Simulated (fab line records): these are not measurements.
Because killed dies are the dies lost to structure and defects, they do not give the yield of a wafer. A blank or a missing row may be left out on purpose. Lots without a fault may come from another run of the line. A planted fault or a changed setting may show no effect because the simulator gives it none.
Which tool did it? || flow nand_harc || 11 lots with 33 wafers sampled at 6 steps, on a route of 1302 steps

## WHAT EACH GAUGE READ, for each wafer
NHARC_P_GATE_INSPECT_68.
{"lot": "L748", "measured": "day 5 22:31", "on": "defect_inspect-01", "raw_defect_count": "236 173 201"}
{"lot": "L752", "measured": "day 7 13:52", "on": "defect_inspect-01", "raw_defect_count": "123 60 117"}
{"lot": "L753", "measured": "day 8 04:11", "on": "defect_inspect-01", "raw_defect_count": "155 272 183"}
{"lot": "L756", "measured": "day 9 13:10", "on": "defect_inspect-01", "raw_defect_count": "197 162 162"}
{"lot": "L759", "measured": "day 10 20:12", "on": "defect_inspect-02", "raw_defect_count": "209 191 199"}
{"lot": "L761", "measured": "day 11 20:19", "on": "defect_inspect-01", "raw_defect_count": "114 176 110"}
{"lot": "L763", "measured": "day 11 23:19", "on": "defect_inspect-02", "raw_defect_count": "229 1122 285"}
{"lot": "L764", "measured": "day 12 08:38", "on": "defect_inspect-01", "raw_defect_count": "1098 156 132"}
{"lot": "L767", "measured": "day 13 19:49", "on": "defect_inspect-01", "raw_defect_count": "216 329 315"}
{"lot": "L768", "measured": "day 14 06:56", "on": "defect_inspect-02", "raw_defect_count": "284 208 138"}
{"lot": "L771", "measured": "day 15 12:32", "on": "defect_inspect-02", "raw_defect_count": "139 192 136"}

NHARC_END_SORT_01.
{"lot": "L759", "measured": "day 29 03:17", "on": "prober-02", "killed_at_array": "35 29 32", "killed_at_other": "0 0 0", "killed_at_periphery": "6 5 3", "killed_dies": "41 34 35", "killed_open": "2 4 2", "killed_short": "2 3 1"}
{"lot": "L763", "measured": "day 30 10:14", "on": "prober-01", "killed_at_array": "70 57 69", "killed_at_other": "0 1 0", "killed_at_periphery": "9 104 4", "killed_dies": "79 162 73", "killed_open": "1 5 2", "killed_short": "0 2 4"}
{"lot": "L764", "measured": "day 30 17:15", "on": "prober-01", "killed_at_array": "55 43 45", "killed_at_other": "1 0 0", "killed_at_periphery": "96 10 1", "killed_dies": "152 53 46", "killed_open": "3 3 2", "killed_short": "6 3 5"}

## TOOL THAT RAN EACH LOT (tool first, then ch and the chambers of the sampled wafers, then the start)
{"lot": "L748", "NHARC_P_GATE_ETCHBACK_37": "rie_diel-04 ch 0,2,3, day 5 15:07", "NHARC_P_GATE_DESCUM_48": "rie_diel-09 ch 1,2, day 5 16:09", "NHARC_P_GATE_STRIP_76": "plasma_asher-01 ch 0,1, day 5 18:32", "NHARC_P_GATE_RTA_64": "rtp_anneal-02 ch 0, day 5 21:15"}
{"lot": "L752", "NHARC_P_GATE_ETCHBACK_37": "rie_diel-04 ch 1,2, day 7 06:32", "NHARC_P_GATE_DESCUM_48": "rie_diel-02 ch 0,1,2, day 7 07:38", "NHARC_P_GATE_STRIP_76": "plasma_asher-01 ch 0,1, day 7 10:02", "NHARC_P_GATE_RTA_64": "rtp_anneal-01 ch 0, day 7 12:40"}
{"lot": "L753", "NHARC_P_GATE_ETCHBACK_37": "rie_diel-09 ch 0,1,3, day 7 20:35", "NHARC_P_GATE_DESCUM_48": "rie_diel-09 ch 0,1,3, day 7 21:46", "NHARC_P_GATE_STRIP_76": "plasma_asher-01 ch 1, day 8 00:12", "NHARC_P_GATE_RTA_64": "rtp_anneal-02 ch 0, day 8 02:56"}
{"lot": "L756", "NHARC_P_GATE_ETCHBACK_37": "rie_diel-02 ch 1,3, day 9 05:45", "NHARC_P_GATE_DESCUM_48": "rie_diel-04 ch 1,3, day 9 06:56", "NHARC_P_GATE_STRIP_76": "plasma_asher-01 ch 0,1, day 9 09:17", "NHARC_P_GATE_RTA_64": "rtp_anneal-01 ch 0, day 9 11:55"}
{"lot": "L759", "NHARC_P_GATE_ETCHBACK_37": "rie_diel-09 ch 0,3, day 10 12:39", "NHARC_P_GATE_DESCUM_48": "rie_diel-02 ch 0,3, day 10 13:50", "NHARC_P_GATE_STRIP_76": "plasma_asher-01 ch 0,1, day 10 16:13", "NHARC_P_GATE_RTA_64": "rtp_anneal-01 ch 0, day 10 18:58"}
{"lot": "L761", "NHARC_P_GATE_ETCHBACK_37": "rie_diel-02 ch 0,3, day 11 12:20", "NHARC_P_GATE_DESCUM_48": "rie_diel-02 ch 0,2,3, day 11 13:32", "NHARC_P_GATE_STRIP_76": "plasma_asher-01 ch 0,1, day 11 16:12", "NHARC_P_GATE_RTA_64": "rtp_anneal-01 ch 0, day 11 19:03"}
{"lot": "L763", "NHARC_P_GATE_ETCHBACK_37": "rie_diel-04 ch 0,3, day 11 15:49", "NHARC_P_GATE_DESCUM_48": "rie_diel-09 ch 1,2,3, day 11 17:01", "NHARC_P_GATE_STRIP_76": "plasma_asher-01 ch 0, day 11 19:26", "NHARC_P_GATE_RTA_64": "rtp_anneal-01 ch 0, day 11 22:04"}
{"lot": "L764", "NHARC_P_GATE_ETCHBACK_37": "rie_diel-04 ch 1,3, day 12 01:23", "NHARC_P_GATE_DESCUM_48": "rie_diel-09 ch 1,3, day 12 02:26", "NHARC_P_GATE_STRIP_76": "plasma_asher-01 ch 0, day 12 04:44", "NHARC_P_GATE_RTA_64": "rtp_anneal-01 ch 0, day 12 07:22"}
{"lot": "L767", "NHARC_P_GATE_ETCHBACK_37": "rie_diel-02 ch 1,2,3, day 13 12:31", "NHARC_P_GATE_DESCUM_48": "rie_diel-04 ch 0,2,3, day 13 13:41", "NHARC_P_GATE_STRIP_76": "plasma_asher-01 ch 0,1, day 13 15:58", "NHARC_P_GATE_RTA_64": "rtp_anneal-01 ch 0, day 13 18:34"}
{"lot": "L768", "NHARC_P_GATE_ETCHBACK_37": "rie_diel-02 ch 0,2, day 13 23:28", "NHARC_P_GATE_DESCUM_48": "rie_diel-09 ch 0,2,3, day 14 00:38", "NHARC_P_GATE_STRIP_76": "plasma_asher-01 ch 0, day 14 03:02", "NHARC_P_GATE_RTA_64": "rtp_anneal-02 ch 0, day 14 05:40"}
{"lot": "L771", "NHARC_P_GATE_ETCHBACK_37": "rie_diel-04 ch 1,2,3, day 15 04:59", "NHARC_P_GATE_DESCUM_48": "rie_diel-02 ch 0,1, day 15 06:01", "NHARC_P_GATE_STRIP_76": "plasma_asher-02 ch 0,1, day 15 08:25", "NHARC_P_GATE_RTA_64": "rtp_anneal-02 ch 0, day 15 11:17"}
- NHARC_P_GATE_ETCHBACK_37: etches the open film in CHF3/O2, target depth 34.5 nm, time 17.2 s.
- NHARC_P_GATE_DESCUM_48: chemistry O2, time 3 s.
- NHARC_P_GATE_STRIP_76: strips in O2.
- NHARC_P_GATE_RTA_64: time 1 s.

## WHAT THE TOOLS THEMSELVES READ (means of the sampled wafers that have a number; where no wafer has one, the mark that the record gives instead)
NHARC_P_GATE_ETCHBACK_37.
{"lot": "L748", "tool": "rie_diel-04", "drypump_motor_current_A (A)": 5.7, "oes_product_au (a.u.)": 0.92, "rf_vpp_V (V)": 372.7, "showerhead_plenum_p_Torr (Torr)": 2.45, "throttle_valve_pct (%)": 20.568}
{"lot": "L752", "tool": "rie_diel-04", "drypump_motor_current_A (A)": 5.8, "oes_product_au (a.u.)": 0.93, "rf_vpp_V (V)": 372.6, "showerhead_plenum_p_Torr (Torr)": 2.44, "throttle_valve_pct (%)": 20.572}
{"lot": "L753", "tool": "rie_diel-09", "drypump_motor_current_A (A)": 6.1, "oes_product_au (a.u.)": 1.00, "rf_vpp_V (V)": 369.2, "showerhead_plenum_p_Torr (Torr)": 2.34, "throttle_valve_pct (%)": 20.579}
{"lot": "L756", "tool": "rie_diel-02", "drypump_motor_current_A (A)": 6.2, "oes_product_au (a.u.)": 0.94, "rf_vpp_V (V)": 370.9, "showerhead_plenum_p_Torr (Torr)": 2.43, "throttle_valve_pct (%)": 20.577}
{"lot": "L759", "tool": "rie_diel-09", "drypump_motor_current_A (A)": 6.1, "oes_product_au (a.u.)": 0.93, "rf_vpp_V (V)": 370.0, "showerhead_plenum_p_Torr (Torr)": 2.36, "throttle_valve_pct (%)": 20.578}
{"lot": "L761", "tool": "rie_diel-02", "drypump_motor_current_A (A)": 5.5, "oes_product_au (a.u.)": 0.92, "rf_vpp_V (V)": 372.9, "showerhead_plenum_p_Torr (Torr)": 2.52, "throttle_valve_pct (%)": 20.567}
{"lot": "L763", "tool": "rie_diel-04", "drypump_motor_current_A (A)": 5.8, "oes_product_au (a.u.)": 0.96, "rf_vpp_V (V)": 371.1, "showerhead_plenum_p_Torr (Torr)": 2.43, "throttle_valve_pct (%)": 20.567}
{"lot": "L764", "tool": "rie_diel-04", "drypump_motor_current_A (A)": 5.5, "oes_product_au (a.u.)": 0.93, "rf_vpp_V (V)": 368.6, "showerhead_plenum_p_Torr (Torr)": 2.36, "throttle_valve_pct (%)": 20.574}
{"lot": "L767", "tool": "rie_diel-02", "drypump_motor_current_A (A)": 6.4, "oes_product_au (a.u.)": 0.92, "rf_vpp_V (V)": 370.3, "showerhead_plenum_p_Torr (Torr)": 2.38, "throttle_valve_pct (%)": 20.568}
{"lot": "L768", "tool": "rie_diel-02", "drypump_motor_current_A (A)": 6.2, "oes_product_au (a.u.)": 0.91, "rf_vpp_V (V)": 371.9, "showerhead_plenum_p_Torr (Torr)": 2.43, "throttle_valve_pct (%)": 20.570}
{"lot": "L771", "tool": "rie_diel-04", "drypump_motor_current_A (A)": 5.5, "oes_product_au (a.u.)": 0.93, "rf_vpp_V (V)": 369.9, "showerhead_plenum_p_Torr (Torr)": 2.40, "throttle_valve_pct (%)": 20.572}

NHARC_P_GATE_DESCUM_48.
{"lot": "L748", "tool": "rie_diel-09", "drypump_motor_current_A (A)": 5.2, "oes_product_au (a.u.)": 0.982, "rf_vpp_V (V)": 58.0, "showerhead_plenum_p_Torr (Torr)": 1.83, "throttle_valve_pct (%)": 11.307}
{"lot": "L752", "tool": "rie_diel-02", "drypump_motor_current_A (A)": 6.2, "oes_product_au (a.u.)": 0.994, "rf_vpp_V (V)": 57.6, "showerhead_plenum_p_Torr (Torr)": 1.90, "throttle_valve_pct (%)": 11.313}
{"lot": "L753", "tool": "rie_diel-09", "drypump_motor_current_A (A)": 6.1, "oes_product_au (a.u.)": 0.994, "rf_vpp_V (V)": 56.5, "showerhead_plenum_p_Torr (Torr)": 1.86, "throttle_valve_pct (%)": 11.304}
{"lot": "L756", "tool": "rie_diel-04", "drypump_motor_current_A (A)": 5.2, "oes_product_au (a.u.)": 0.990, "rf_vpp_V (V)": 57.1, "showerhead_plenum_p_Torr (Torr)": 1.88, "throttle_valve_pct (%)": 11.318}
{"lot": "L759", "tool": "rie_diel-02", "drypump_motor_current_A (A)": 5.5, "oes_product_au (a.u.)": 0.992, "rf_vpp_V (V)": 57.8, "showerhead_plenum_p_Torr (Torr)": 2.01, "throttle_valve_pct (%)": 11.300}
{"lot": "L761", "tool": "rie_diel-02", "drypump_motor_current_A (A)": 5.9, "oes_product_au (a.u.)": 0.995, "rf_vpp_V (V)": 58.4, "showerhead_plenum_p_Torr (Torr)": 1.97, "throttle_valve_pct (%)": 11.304}
{"lot": "L763", "tool": "rie_diel-09", "drypump_motor_current_A (A)": 5.9, "oes_product_au (a.u.)": 1.007, "rf_vpp_V (V)": 57.5, "showerhead_plenum_p_Torr (Torr)": 1.86, "throttle_valve_pct (%)": 11.320}
{"lot": "L764", "tool": "rie_diel-09", "drypump_motor_current_A (A)": 6.5, "oes_product_au (a.u.)": 1.005, "rf_vpp_V (V)": 57.3, "showerhead_plenum_p_Torr (Torr)": 1.89, "throttle_valve_pct (%)": 11.302}
{"lot": "L767", "tool": "rie_diel-04", "drypump_motor_current_A (A)": 5.7, "oes_product_au (a.u.)": 0.984, "rf_vpp_V (V)": 57.5, "showerhead_plenum_p_Torr (Torr)": 1.95, "throttle_valve_pct (%)": 11.304}
{"lot": "L768", "tool": "rie_diel-09", "drypump_motor_current_A (A)": 5.8, "oes_product_au (a.u.)": 0.999, "rf_vpp_V (V)": 57.5, "showerhead_plenum_p_Torr (Torr)": 1.88, "throttle_valve_pct (%)": 11.317}
{"lot": "L771", "tool": "rie_diel-02", "drypump_motor_current_A (A)": 5.7, "oes_product_au (a.u.)": 1.003, "rf_vpp_V (V)": 58.4, "showerhead_plenum_p_Torr (Torr)": 1.93, "throttle_valve_pct (%)": 11.309}

NHARC_P_GATE_STRIP_76.
{"lot": "L748", "tool": "plasma_asher-01", "drypump_motor_current_A (A)": 5.2, "heater_power_w (W)": 366}
{"lot": "L752", "tool": "plasma_asher-01", "drypump_motor_current_A (A)": 5.2, "heater_power_w (W)": 369}
{"lot": "L753", "tool": "plasma_asher-01", "drypump_motor_current_A (A)": 5.6, "heater_power_w (W)": 357}
{"lot": "L756", "tool": "plasma_asher-01", "drypump_motor_current_A (A)": 5.5, "heater_power_w (W)": 356}
{"lot": "L759", "tool": "plasma_asher-01", "drypump_motor_current_A (A)": 5.4, "heater_power_w (W)": 358}
{"lot": "L761", "tool": "plasma_asher-01", "drypump_motor_current_A (A)": 5.5, "heater_power_w (W)": 361}
{"lot": "L763", "tool": "plasma_asher-01", "drypump_motor_current_A (A)": 5.0, "heater_power_w (W)": 368}
{"lot": "L764", "tool": "plasma_asher-01", "drypump_motor_current_A (A)": 5.1, "heater_power_w (W)": 364}
{"lot": "L767", "tool": "plasma_asher-01", "drypump_motor_current_A (A)": 5.4, "heater_power_w (W)": 365}
{"lot": "L768", "tool": "plasma_asher-01", "drypump_motor_current_A (A)": 5.0, "heater_power_w (W)": 368}
{"lot": "L771", "tool": "plasma_asher-02", "drypump_motor_current_A (A)": 5.8, "heater_power_w (W)": 307}

NHARC_P_GATE_RTA_64.
{"lot": "L748", "tool": "rtp_anneal-02", "lamp_power_pct (%)": 42, "lamp_zone_3_pct (%)": 42, "wafer_temp_C_max": 1057.7}
{"lot": "L752", "tool": "rtp_anneal-01", "lamp_power_pct (%)": 36, "lamp_zone_3_pct (%)": 36, "wafer_temp_C_max": 1057.0}
{"lot": "L753", "tool": "rtp_anneal-02", "lamp_power_pct (%)": 42, "lamp_zone_3_pct (%)": 42, "wafer_temp_C_max": 1055.5}
{"lot": "L756", "tool": "rtp_anneal-01", "lamp_power_pct (%)": 36, "lamp_zone_3_pct (%)": 36, "wafer_temp_C_max": 1056.8}
{"lot": "L759", "tool": "rtp_anneal-01", "lamp_power_pct (%)": 36, "lamp_zone_3_pct (%)": 36, "wafer_temp_C_max": 1056.8}
{"lot": "L761", "tool": "rtp_anneal-01", "lamp_power_pct (%)": 36, "lamp_zone_3_pct (%)": 36, "wafer_temp_C_max": 1058.0}
{"lot": "L763", "tool": "rtp_anneal-01", "lamp_power_pct (%)": 36, "lamp_zone_3_pct (%)": 36, "wafer_temp_C_max": 1056.0}
{"lot": "L764", "tool": "rtp_anneal-01", "lamp_power_pct (%)": 36, "lamp_zone_3_pct (%)": 36, "wafer_temp_C_max": 1059.0}
{"lot": "L767", "tool": "rtp_anneal-01", "lamp_power_pct (%)": 36, "lamp_zone_3_pct (%)": 36, "wafer_temp_C_max": 1057.8}
{"lot": "L768", "tool": "rtp_anneal-02", "lamp_power_pct (%)": 42, "lamp_zone_3_pct (%)": 42, "wafer_temp_C_max": 1055.8}
{"lot": "L771", "tool": "rtp_anneal-02", "lamp_power_pct (%)": 42, "lamp_zone_3_pct (%)": 42, "wafer_temp_C_max": 1055.9}

## THE ANSWER, worked out from the rows above alone
Rule: the usual values come from the lots themselves. The widest of any qualifying gaps counts: lots, ordered by their means at a reading, are off when they make up no more than a third of the lots, leave a main group of 4 or more, and stand apart from it by 3 or more times the standard deviation of that group's means. If all means in a main group match to the digits the tables above print for the reading, that group is not used. A lot without any number at a reading at which 4 lots or more have one is off too. Where the step has rows for the other lots, those lots are counted as sound. The gauges are gone through in route order, then the tools' own readings, and for those a lot's mean is taken as printed above. At the first step where some lot is off, the reading lying furthest off is the one used; lots without a number count as furthest.
Off: L763, L764, at NHARC_P_GATE_INSPECT_68 (raw_defect_count). For the main group the mean is 185 and the standard deviation 50.
A tool fits if, at a process step before that reading, it ran every lot that is off, and no sound lot after the first of them. The gauges at NHARC_P_GATE_INSPECT_68 are tried like those tools. Not one of the candidates tried fits.

## WHAT THE SIMULATOR HAD PUT IN
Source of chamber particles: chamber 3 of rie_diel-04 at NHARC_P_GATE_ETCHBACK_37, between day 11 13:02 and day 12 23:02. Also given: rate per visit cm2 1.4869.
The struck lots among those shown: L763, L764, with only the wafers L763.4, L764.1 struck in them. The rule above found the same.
